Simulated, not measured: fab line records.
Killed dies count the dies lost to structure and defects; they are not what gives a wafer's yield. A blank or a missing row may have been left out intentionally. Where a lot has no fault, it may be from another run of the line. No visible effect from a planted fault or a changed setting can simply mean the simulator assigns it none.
Matching of chambers / flow n5-finfet / 4 sister chambers for N5_ILD0_ALD_15 on ald-sin-01
The step deposits SiNx, target thk 24 nm, pulse time 1 s, ald cycles 480. 20 wafers are shown with their chamber, then 10 later ones without.

WAFERS WITH THEIR CHAMBER
wafer=L074.1; chamber=2; heater-power-w (W)=883; precursor-pulse-height-rel=0.975
wafer=L074.2; chamber=0; heater-power-w (W)=714; precursor-pulse-height-rel=0.978
wafer=L074.3; chamber=3; heater-power-w (W)=849; precursor-pulse-height-rel=0.958
wafer=L074.4; chamber=1; heater-power-w (W)=889; precursor-pulse-height-rel=0.986
wafer=L074.5; chamber=2; heater-power-w (W)=892; precursor-pulse-height-rel=0.985
wafer=L074.6; chamber=1; heater-power-w (W)=894; precursor-pulse-height-rel=1.022
wafer=L086.2; chamber=2; heater-power-w (W)=899; precursor-pulse-height-rel=0.965
wafer=L086.4; chamber=3; heater-power-w (W)=846; precursor-pulse-height-rel=0.994
wafer=L086.6; chamber=2; heater-power-w (W)=880; precursor-pulse-height-rel=1.029
wafer=L088.1; chamber=2; heater-power-w (W)=894; precursor-pulse-height-rel=1.004
wafer=L088.5; chamber=0; heater-power-w (W)=732; precursor-pulse-height-rel=0.998
wafer=L088.6; chamber=2; heater-power-w (W)=883; precursor-pulse-height-rel=0.992
wafer=L089.1; chamber=1; heater-power-w (W)=908; precursor-pulse-height-rel=1.004
wafer=L089.2; chamber=0; heater-power-w (W)=708; precursor-pulse-height-rel=1.016
wafer=L089.3; chamber=2; heater-power-w (W)=900; precursor-pulse-height-rel=1.031
wafer=L089.4; chamber=2; heater-power-w (W)=884; precursor-pulse-height-rel=0.983
wafer=L089.5; chamber=1; heater-power-w (W)=889; precursor-pulse-height-rel=0.982
wafer=L089.6; chamber=0; heater-power-w (W)=729; precursor-pulse-height-rel=1.013
wafer=L093.1; chamber=3; heater-power-w (W)=847; precursor-pulse-height-rel=0.968
wafer=L093.3; chamber=0; heater-power-w (W)=734; precursor-pulse-height-rel=1.036

SIGNATURES (averages over the wafers above)
reading=heater-power-w; chamber 0=723.40; chamber 1=895.00; chamber 2=889.38; chamber 3=847.33; scatter within a chamber=8.74
reading=precursor-pulse-height-rel; chamber 0=1.00820; chamber 1=0.99850; chamber 2=0.99550; chamber 3=0.97333; scatter within a chamber=0.0219
Rule: for each reading, subtract the chamber's mean from the wafer's reading, divide by that reading's scatter and square the result; add these up over the readings and take the root, which gives the wafer's distance from the chamber. If the next closest chamber is less than 2 further off than the closest, the wafer can't be placed; otherwise it belongs to the closest. The scatter: the root of (the sum of the squares of (reading less its chamber's mean) over the shown wafers, divided by (wafers less chambers)).

WAFERS WITHOUT THEIR CHAMBER
wafer=L093.4; heater-power-w (W)=878; precursor-pulse-height-rel=0.980
wafer=L095.4; heater-power-w (W)=847; precursor-pulse-height-rel=1.009
wafer=L095.5; heater-power-w (W)=849; precursor-pulse-height-rel=0.982
wafer=L095.6; heater-power-w (W)=890; precursor-pulse-height-rel=1.041
wafer=L096.4; heater-power-w (W)=892; precursor-pulse-height-rel=0.994
wafer=L096.5; heater-power-w (W)=709; precursor-pulse-height-rel=0.995
wafer=L096.6; heater-power-w (W)=850; precursor-pulse-height-rel=0.992
wafer=L097.1; heater-power-w (W)=727; precursor-pulse-height-rel=0.998
wafer=L097.4; heater-power-w (W)=839; precursor-pulse-height-rel=0.983
wafer=L097.5; heater-power-w (W)=905; precursor-pulse-height-rel=1.021

CHAMBER TAKEN BY EACH
wafer=L093.4; from the rows above=can't be placed: 2 or 1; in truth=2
wafer=L095.4; from the rows above=3; in truth=3
wafer=L095.5; from the rows above=3; in truth=3
wafer=L095.6; from the rows above=can't be placed: 1 or 2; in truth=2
wafer=L096.4; from the rows above=can't be placed: 2 or 1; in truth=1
wafer=L096.5; from the rows above=0; in truth=0
wafer=L096.6; from the rows above=3; in truth=3
wafer=L097.1; from the rows above=0; in truth=0
wafer=L097.4; from the rows above=3; in truth=3
wafer=L097.5; from the rows above=can't be placed: 1 or 2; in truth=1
Correctly placed: 6 of 10. Can't be placed from these rows: 4 (the true chamber is among the candidates in 4). Number placed wrongly: 0.
